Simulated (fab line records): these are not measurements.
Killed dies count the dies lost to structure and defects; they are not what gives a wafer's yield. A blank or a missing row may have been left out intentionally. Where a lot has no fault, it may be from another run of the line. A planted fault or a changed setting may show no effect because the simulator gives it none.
Split-lot study    flow n5-finfet    route with 1938 steps; 7 lots, 39 wafers read

## THE SPLIT
At N5_BEOL_M4_ETCH_64 (etches SOC in N2/H2, target depth 75 nm, overetch 22.5 nm, time 121.9 s), the setting target-depth-a was moved away from the recipe's 750 angstrom on 15 of the 39 wafers read, by -37.6% to +42.1%. The other wafers ran this setting at the recipe's value.

The reading comes from the split's own step.

## THE READING
SiARC_of_BEOL_M4_COAT_62.thk-nm (the simulator's own value, which no gauge read), in nm, at N5_BEOL_M4_ETCH_64 (etches SOC in N2/H2, target depth 75 nm, overetch 22.5 nm, time 121.9 s). No usual value for it is given in the file. Here, 24 wafers ran the recipe; their average is 6.4 nm with a standard deviation of 0.24 nm.

wafer   tool, chamber at the split  target-depth-a as run, angstrom  against the recipe  SiARC_of_BEOL_M4_COAT_62.thk-nm, nm  against lot-mates on the recipe
L075.1  rie-diel-03, 3              750                              recipe              6.4                                  -
L075.2  rie-diel-03, 1,1,3          750                              recipe              6.2                                  -
L075.5  rie-diel-03, 1,1,3          750                              recipe              6.2                                  -
L075.6  rie-diel-03, 1,1,3          750                              recipe              6.2                                  -
L075.3  rie-diel-03, 2              750                              recipe              6                                    -
L075.4  rie-diel-03, 2              750                              recipe              6                                    -
L076.2  rie-diel-06, 1              750                              recipe              6.6                                  -
L076.3  rie-diel-06, 0              750                              recipe              6.2                                  -
L076.5  rie-diel-06, 0              750                              recipe              6.2                                  -
L077.1  rie-diel-05, 3              946.9                            +26.3%              5.8                                  -0.7
L077.2  rie-diel-05, 1              750                              recipe              6.4                                  -
L077.3  rie-diel-05, 0              750                              recipe              6.2                                  -
L077.4  rie-diel-05, 2              946.9                            +26.3%              5.2                                  -1.3
L077.5  rie-diel-05, 2              946.9                            +26.3%              5.2                                  -1.3
L077.6  rie-diel-05, 3              750                              recipe              6.8                                  -
L078.1  rie-diel-05, 0,1            1066                             +42.1%              4.4                                  -2.2
L078.4  rie-diel-05, 0,1            1066                             +42.1%              4.4                                  -2.2
L078.2  rie-diel-05, 2              1066                             +42.1%              4.6                                  -2.0
L078.3  rie-diel-05, 3              750                              recipe              6.8                                  -
L078.6  rie-diel-05, 3              750                              recipe              6.8                                  -
L078.5  rie-diel-05, 0              750                              recipe              6.2                                  -
L086.1  rie-diel-03, 1,2            488.4                            -34.9%              7.8                                  +1.4
L086.6  rie-diel-03, 1,2            488.4                            -34.9%              7.8                                  +1.4
L086.2  rie-diel-03, 2              750                              recipe              6.2                                  -
L086.3  rie-diel-03, 3              488.4                            -34.9%              8                                    +1.6
L086.4  rie-diel-03, 0              750                              recipe              6.4                                  -
L086.5  rie-diel-03, 3              750                              recipe              6.6                                  -
L092.1  rie-diel-06, 3              467.8                            -37.6%              8.2                                  +1.7
L092.6  rie-diel-06, 3              467.8                            -37.6%              8.2                                  +1.7
L092.2  rie-diel-06, 0,2            750                              recipe              6.4                                  -
L092.4  rie-diel-06, 0,2            750                              recipe              6.4                                  -
L092.3  rie-diel-06, 1              750                              recipe              6.6                                  -
L092.5  rie-diel-06, 2              467.8                            -37.6%              8                                    +1.5
L094.1  rie-diel-03, 2              750                              recipe              6                                    -
L094.2  rie-diel-03, 0,3            583.2                            -22.2%              7.4                                  +1.1
L094.3  rie-diel-03, 0,3            583.2                            -22.2%              7.4                                  +1.1
L094.4  rie-diel-03, 3              750                              recipe              6.6                                  -
L094.5  rie-diel-03, 2              583.2                            -22.2%              7                                    +0.7
L094.6  rie-diel-03, 0              750                              recipe              6.4                                  -
The file does not say which wafer passed through which chamber wherever a row lists several chambers: such a row stands for several wafers.

FIT RESULTS
A straight line over all 39 wafers: SiARC_of_BEOL_M4_COAT_62.thk-nm changes by -0.0436 nm for each +1% of target-depth-a; r = -0.97; the points scatter about the line by 0.23 nm.
The same after taking each lot's own level away (the mean of its wafers on the recipe; 39 wafers): -0.0453 nm for each +1%; r = -0.98; scatter 0.21 nm.
According to that fit, moving target-depth-a by its largest amount changes the reading by 1.9 nm.
From 6.17 to 6.60 nm: that is the span of the lots' own levels, equal to 1.8 times the standard deviation above.
The two slopes are in agreement: the lot-to-lot level therefore moves the slope only a little.
Check: -1.89 nm against its lot-mates is what the line predicts for one of the wafers moved furthest among these (+42.1%) when that wafer is left out of the fit. It came out at -2.2 nm against them.

## THE OTHER SPLITS THESE WAFERS WENT THROUGH
Other splits were also applied to these wafers ahead of the reading. Each is held against what the fit with the lots' levels taken away leaves over:
other split on the same wafers            wafers away from the commonest value  r with SiARC_of_BEOL_M4_COAT_62.thk-nm (lot level and that fit taken away)
N5_FIN_SAQP_ETCH_65 time-s                15                                    +0.02
N5_SD_EPI_N_ETCH_35 time-s                15                                    -0.13
N5_HKMG_FIN_ALD_71 ald-cycles             6                                     -0.47
N5_MOL_CONTACT_COAG_CVD_140 target-thk-a  18                                    -0.21

## THE FILE'S OWN FIT
SiARC_of_BEOL_M4_COAT_62.thk-nm changes by -0.0452 nm for each +1% of target-depth-a, r = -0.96.
